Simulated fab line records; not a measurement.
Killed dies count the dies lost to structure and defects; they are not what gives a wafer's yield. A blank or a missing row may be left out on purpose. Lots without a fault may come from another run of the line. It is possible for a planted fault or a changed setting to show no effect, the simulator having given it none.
Problem report, 8D (eight disciplines) form, completed by code | flow nand harc | the parts of the form that need people (team, actions taken, sign-off) are left out

1. WHAT WENT WRONG
At NHARC_END_SORT_01, killed at array averages 674 over 4 wafers from 3 lots, while fault-free wafers read 46, standard deviation 15. Relative to the usual mean, that is a shift of +42 standard deviations.
First seen on wafer L148.1, day 31 21:11, on prober-01. At this step, 39 wafers from 14 lots have a number in the record. Rule for "out" (also "out of limits"): further than 4 standard deviations from the usual mean. The rest of the wafers with a number are treated as sound.

2. WHAT IT IS; WHAT IT IS NOT
question                    | is                             | is not
which readings at this step | killed at array, killed dies   | killed at other, killed at periphery, killed open, killed short
which lots                  | L148, L150, L151               | L132, L134, L136, L137, L138, L139, L140, L142, L143, L154, L155
which wafers of those lots  | L148.1, L150.1, L150.4, L151.1 | L148.3, L151.6
read on which gauges        | prober-01, prober-02           | -
when                        | from day 31 21:11              | up to then (27 sound wafers); but 8 sound wafers of L148, L151, L154, L155 came after

3. SUSPECTS, AND WHAT RULES EACH OUT
Counting: a tool at a process step up to the reading stays a suspect if it ran every lot that is out. Sound lots after the first of them don't rule it out here, since some wafers of a struck lot are sound.
- ruled out: the gauge at NHARC_END_SORT_01. Those wafers that are out were read across 2 gauges (prober-01, prober-02).
- pecvd-03 at NHARC_A_SGD_CUT_DEP_00 (deposits SiNx, target thk 50 nm): kept. Every lot that is out went through it, the first being L148 (day 26 05:34); the last sound lot it ran before that was L142 (day 23 18:17).
After counting, what remains is pecvd-03 at NHARC_A_SGD_CUT_DEP_00.

4. THE CAUSE (what the simulator had put in)
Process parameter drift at NHARC_A_SGD_CUT_DEP_00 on pecvd-03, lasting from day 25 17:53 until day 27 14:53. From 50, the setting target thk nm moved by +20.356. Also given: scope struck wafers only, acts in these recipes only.
Only this tool survived the counting.

5. THE EFFECT CHAIN, in route order
Each row: a reading where the mean over the struck wafers with a number is more than 3 standard deviations away from the usual. Only readings whose record carries a usual standard deviation are examined. hours: median over the lots of the time between each lot's start at the first step of this table that gives one and its start at this step. sigmas: the change, counted in usual standard deviations.
hours | step              | reading         | usual | on struck wafers | change | sigmas
0     | NHARC_END_SORT_01 | killed at array | 46    | 674              | +628   | +42
0     | NHARC_END_SORT_01 | killed dies     | 50    | 677              | +627   | +42

6. HOW IT WOULD HAVE BEEN CAUGHT EARLIER
147 hours passed between the start of the fault at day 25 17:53 and the first reading out of limits at a measuring or inspecting step in this record, taken at day 31 21:11.
No tool reading at NHARC_A_SGD_CUT_DEP_00 that has a usual standard deviation in the record was out on any struck wafer, so an alarm limit of 4 standard deviations on those readings would not have fired.
By day 31 21:11, every lot that is out (3) had started NHARC_A_SGD_CUT_DEP_00 on pecvd-03. Had the tool been put on hold then, not one of them would have been saved.
